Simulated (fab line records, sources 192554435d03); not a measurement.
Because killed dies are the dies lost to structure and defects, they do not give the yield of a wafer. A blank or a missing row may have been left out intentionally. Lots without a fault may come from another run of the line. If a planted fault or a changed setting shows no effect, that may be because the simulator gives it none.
A lot that was struck, set against a sound lot	flow n5 finfet	16 out of 1938 route steps
Sound: the wafers L944.2, L944.4, L944.6. Struck: wafer L952.6. (L952.4, L952.5 of the same lot were not struck and are left out.) The cause comes at the end.
Order at every step that has rows: each side's tool, ch and its chambers, its first start. Under that, the readings that differ: sound wafers	struck wafers	difference of the means	sigmas: that difference in standard deviations of wafers without a fault.
alike: same words and numbers on both sides, and readings whose means sit less than 2 such deviations apart. not compared: any withheld reading, any reading some wafer has no value for, any bound like >300 that may hide the same value, and any number with overlapping values for which the record gives no deviation.
A row with sigmas, a row that says differs or no value, or rows on one side alone: a step with any of these is where the two part. Numbers that have no deviation but don't overlap get no sigmas and don't part them. A reading missing from all wafers of one side parts the sides only when that side holds two or more wafers.

first, 8 steps without rows for these wafers: N5_BEOL_M3_COAT_68 (time 60 s, resist thk 12 nm); N5_BEOL_M3_COAT_76 (time 60 s, resist thk 5 nm); N5_BEOL_M3_COAT_22 (resist thk 30 nm); N5_BEOL_M3_EBR_24; N5_BEOL_M3_SOFTBAKE_23 (time 60 s); N5_BEOL_M3_EXPOSE_25 (exposes mask V2, defocus 5 nm); N5_BEOL_M3_PEB_26 (peb time 60 s); N5_BEOL_M3_DEVELOP_27 (develop time 30 s).
N5_BEOL_M3_CD_MEAS_28: target cd 25.7 nm, target cd y 23.3 nm.
  sound on cd sem-01 ch 0, day 7 12:58; struck on cd sem-01 ch 0, day 9 11:57
  alike: cd nm
N5_BEOL_M3_OVL_MEAS_29:
  sound on overlay-02 ch 0, day 7 13:01; struck on overlay-01 ch 0, day 9 11:59
reading	sound	struck	difference	sigmas
V2_OVL (nm)	0.7 1.0 1.0	-1.7	-2.6	-3
N5_BEOL_M3_INSPECT_30: inspects for defects (brightfield).
  struck on defect inspect-02, day 9 12:03; sound on defect inspect-02, day 7 13:04
  alike: raw defect count
N5_BEOL_M3_DESCUM_33: chemistry O2, time 7 s.
  sound on rie diel-02 ch 0,1,2, day 7 13:05; struck on rie diel-04 ch 2, day 9 12:06
  alike: chamber pressure mTorr, drypump motor current A, oes product au, rf vpp V, showerhead plenum p Torr, throttle valve pct
  not compared: rf hours counter h
N5_BEOL_M3_ETCH_77: etches underlayer in N2/H2, target depth 6.5 nm, time 5.2 s.
  sound on rie diel-02 ch 0,1,2, day 7 13:08; struck on rie diel-04 ch 2, day 9 12:07
reading	sound	struck	difference	sigmas
chamber pressure mTorr (mTorr)	30.00 30.08 30.05	29.84	-0.20	-5
etch rf on time s (s)	5.10 5.21 5.11	3.43	-1.71	-17
oes product au (a.u.)	0.68 0.63 0.63	0.80	+0.15	+3
  alike: drypump motor current A, rf vpp V, showerhead plenum p Torr, throttle valve pct
  not compared: rf hours counter h
N5_BEOL_M3_ETCH_69: etches SiARC in CF4, target depth 15.6 nm, time 26 s.
  sound on rie diel-02 ch 0,1,2, day 7 13:08; struck on rie diel-04 ch 2, day 9 12:10
  alike: chamber pressure mTorr, drypump motor current A, etch rf on time s, oes product au, rf vpp V, showerhead plenum p Torr, throttle valve pct
  not compared: rf hours counter h
N5_BEOL_M4_RC_MEAS_101:
  sound on prober-02 ch 0, day 8 11:43; struck on prober-02 ch 0, day 10 08:14
  alike: DIBL_N, DIBL_P, IOFF_N, IOFF_P, ION_N, ION_P, SS_N, SS_P, VT_N, VT_P
-- the record jumps here: 4 days lie between the struck wafers' starts before and after (it left off in module BEOL_M4 and takes up again in module PASSIVATION, whose first step shown is number 1936 of the route) --
N5_PASSIVATION_PROBE_49:
  struck on prober-01, day 14 19:32; sound on prober-01, day 12 09:32
reading	sound	struck	difference	sigmas
defect limited yield (%)	91.4 89.1 91.0	93.6	+3.1	+2
killed at contacts	17 18 13	4	-12	-2
killed dies	101 129 106	76	-36	-2
killed open	71 85 63	44	-29	-2
sort_bin_5_function (%)	4.9 6.9 5.8	3.9	-2.0	-2
sort n pass	1079 1051 1074	1104	+36	+2
sort yield pct (%)	91.4 89.1 91.0	93.6	+3.1	+2
  alike: killed_at_M0_to_M3, killed_at_M4_up, killed at front end, killed at other, killed on rim, killed short, sort_bin_6_memory

WHERE THEY PART
Earliest at N5_BEOL_M3_OVL_MEAS_29; latest, in this record, at N5_PASSIVATION_PROBE_49.

WHY: the cause the simulator had injected
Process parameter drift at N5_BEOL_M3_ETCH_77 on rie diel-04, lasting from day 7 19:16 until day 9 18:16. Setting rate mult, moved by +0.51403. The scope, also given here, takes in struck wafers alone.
